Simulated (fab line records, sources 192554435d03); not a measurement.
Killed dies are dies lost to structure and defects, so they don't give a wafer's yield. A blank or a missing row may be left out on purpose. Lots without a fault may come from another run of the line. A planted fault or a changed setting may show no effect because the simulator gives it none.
A struck lot beside a sound one | flow n5_finfet | 40 steps out of a route of 1938
Sound: wafers L333.1, L333.5, L333.6. Struck: wafer L346.4. (L346.1, L346.3 of the same lot were not struck and are left out.) The cause comes at the end.
At each step with rows: each side's tool, then ch and its chambers, then its first start. Under that, the readings that differ: sound wafers | struck wafers | difference of the means | sigmas: that difference in standard deviations of wafers without a fault.
alike: readings whose means differ by less than 2 such deviations, and words and numbers that are the same on both sides. not compared: withheld readings, readings that some wafer has no value for, bounds like >300 that may hide the same value, and numbers for which the record gives no deviation and whose values overlap.
The two part at a step that has a row with sigmas, a row that says differs or no value, or rows on one side only. Numbers that don't overlap but have no deviation are shown without sigmas and don't part them. A reading that every wafer of one side lacks parts them only if that side has two wafers or more.

first, 3 steps without rows for these wafers: N5_HKMG_FIN_STRIP_89 (strips SOC in N2/H2, time 20 s); N5_HKMG_FIN_WET_ETCH_87 (etches TiN in SC1, time 154.2 s, target depth 4.7 nm, rinse time 30 s); N5_HKMG_FIN_STRIP_88 (strips in N2/H2, time 360 s).
N5_HKMG_FIN_NWFM_ALD_20: deposits TiAlC, target thk 2 nm, pulse time 3 s, purge time 2 s.
  sound on ald_metal-03 ch 1,2, day 6 04:35; struck on ald_metal-03 ch 2, day 9 14:28
  alike: heater_power_w, precursor_pulse_height_rel
then, 3 steps without rows for these wafers: N5_HKMG_FIN_ALD_71 (deposits TiN, target thk 1 nm, pulse time 1 s, purge time 3 s); N5_HKMG_FIN_COAT_66 (time 60 s, resist thk 300 nm); N5_HKMG_FIN_ETCH_67 (etches SOC in N2/H2, stops on TiN, target depth 388.9 nm).
N5_HKMG_FIN_STRIP_90: strips SOC in N2/H2, time 20 s.
  sound on rie_diel-02 ch 1,2,3, day 6 05:10; struck on rie_diel-04 ch 2, day 9 14:58
  alike: drypump_motor_current_A, h2_flow_sccm, oes_product_au, rf_vpp_V, showerhead_plenum_p_Torr, temp_c, throttle_valve_pct
  not compared: rf_hours_counter_h
then, 4 steps without rows for these wafers: N5_HKMG_FIN_WET_ETCH_73 (etches the open film in SC1, time 42.3 s, target depth 1.3 nm, rinse time 30 s); N5_HKMG_FIN_ETCHBACK_68 (etches the open film in Cl2/Ar, stops on HfO2, target depth 0.5 nm); N5_HKMG_FIN_STRIP_69 (strips in N2/H2, time 360 s); N5_HKMG_FIN_ALD_21 (deposits TiN, target thk 1.5 nm, pulse time 1 s, purge time 3 s).
N5_HKMG_FIN_ALD_72: deposits W, target thk 2 nm, pulse time 1 s, purge time 2 s.
  sound on cvd_w-02 ch 0,1, day 6 06:12; struck on cvd_w-02 ch 0, day 9 16:01
  alike: heater_power_w, precursor_pulse_height_rel
then, 6 steps without rows for these wafers: N5_HKMG_FIN_W_FILL_22 (material W, target thk 60 nm, time 18.2 s); N5_HKMG_FIN_PRECLEAN_83 (cleans in DIW, time 57.5 s); N5_HKMG_FIN_SRD_84 (dry time 32 s); N5_HKMG_FIN_CMP_23 (polishes, stops on SiNx, t overpolish 10 s, target thk 46.326 nm); N5_HKMG_FIN_CMP_94 (polishes, stops on SiNx, t overpolish 4.7 s, target thk 43.299 nm); N5_GATE_CUT_ETCHBACK_00 (etches W in SF6/Cl2).
N5_GATE_CUT_ETCH_56: etches TiN in Cl2/Ar, target depth 21.6 nm.
  sound on rie_metal-02 ch 0,1, day 6 07:14; struck on rie_metal-02 ch 0, day 9 17:04
  alike: drypump_motor_current_A, oes_product_au, throttle_valve_pct
  not compared: rf_hours_counter_h
then, 3 steps without rows for these wafers: N5_GATE_CUT_ETCHBACK_30 (etches TiN in Cl2/Ar, target depth 3 nm); N5_GATE_CUT_VAPOR_ETCH_60 (etches HfO2 in BCl3/Cl2); N5_GATE_CUT_ETCH_58 (etches SiNx in CH3F/O2, target depth 17 nm, time 128.6 s).
N5_GATE_CUT_STRIP_59: strips in N2/H2, time 20 s.
  sound on rie_diel-05 ch 1,2, day 6 07:31; struck on rie_diel-06 ch 2, day 9 17:20
  reading                | sound             | struck | difference | sigmas
  h2_flow_sccm (sccm)    | 299.5 300.5 299.9 | 296.5  | -3.5       | -4
  oes_product_au (a.u.)  | 0.72 0.76 0.72    | 0.91   | +0.18      | +2
  throttle_valve_pct (%) | 12.29 12.30 12.28 | 11.76  | -0.53      | -3
  alike: drypump_motor_current_A, rf_vpp_V, showerhead_plenum_p_Torr, temp_c
  not compared: rf_hours_counter_h
then, 2 steps without rows for these wafers: N5_GATE_CUT_PRECLEAN_31 (cleans in DIW, time 300 s); N5_GATE_CUT_SRD_32 (time 30 s).
N5_GATE_CUT_SAC_CAP_01: material SiNx, target thk 24 nm, pulse time 1 s, ald cycles 480.
  sound on ald_sin-03 ch 0,1,2, day 6 07:44; struck on ald_sin-04 ch 2, day 9 17:40
  reading                    | sound             | struck | difference | sigmas
  precursor_pulse_height_rel | 0.989 1.003 0.954 | 1.026  | +0.044     | +2
  alike: heater_power_w
then, 12 steps without rows for these wafers: N5_GATE_CUT_PECVD_57 (deposits SiNx from SiH4/NH3/N2, target thk 21 nm); N5_GATE_CUT_CMP_02 (polishes, stops on SiO2, t overpolish 12.7 s, target thk 0 nm); N5_GATE_CUT_HM_DEP_46 (deposits SiO2 from TEOS/O2, target thk 130 nm, time 26.6 s); N5_GATE_CUT_COAT_34 (time 60 s, resist thk 60 nm); N5_GATE_CUT_COAT_35 (time 60 s, resist thk 10 nm); N5_GATE_CUT_COAT_27 (time 60 s, resist thk 10 nm); N5_GATE_CUT_COAT_07 (resist thk 30 nm); N5_GATE_CUT_EBR_09; N5_GATE_CUT_SOFTBAKE_08 (time 60 s); N5_GATE_CUT_EXPOSE_10 (exposes mask GATE CUT, target cd 20 nm); N5_GATE_CUT_PEB_11 (peb time 60 s); N5_GATE_CUT_DEVELOP_12 (develop time 30 s).
-- the record jumps here: 8 days lie between the struck wafers' starts before and after (it left off in module GATE_CUT and takes up again in module PASSIVATION, whose first step shown is number 1936 of the route) --
N5_PASSIVATION_PROBE_49:
  the record has rows for the struck wafers here (prober-02, day 17 08:49) and none for the sound ones

WHERE THEY PART
First at N5_GATE_CUT_STRIP_59; last, within this record, at N5_PASSIVATION_PROBE_49.

WHY: what the simulator had put in
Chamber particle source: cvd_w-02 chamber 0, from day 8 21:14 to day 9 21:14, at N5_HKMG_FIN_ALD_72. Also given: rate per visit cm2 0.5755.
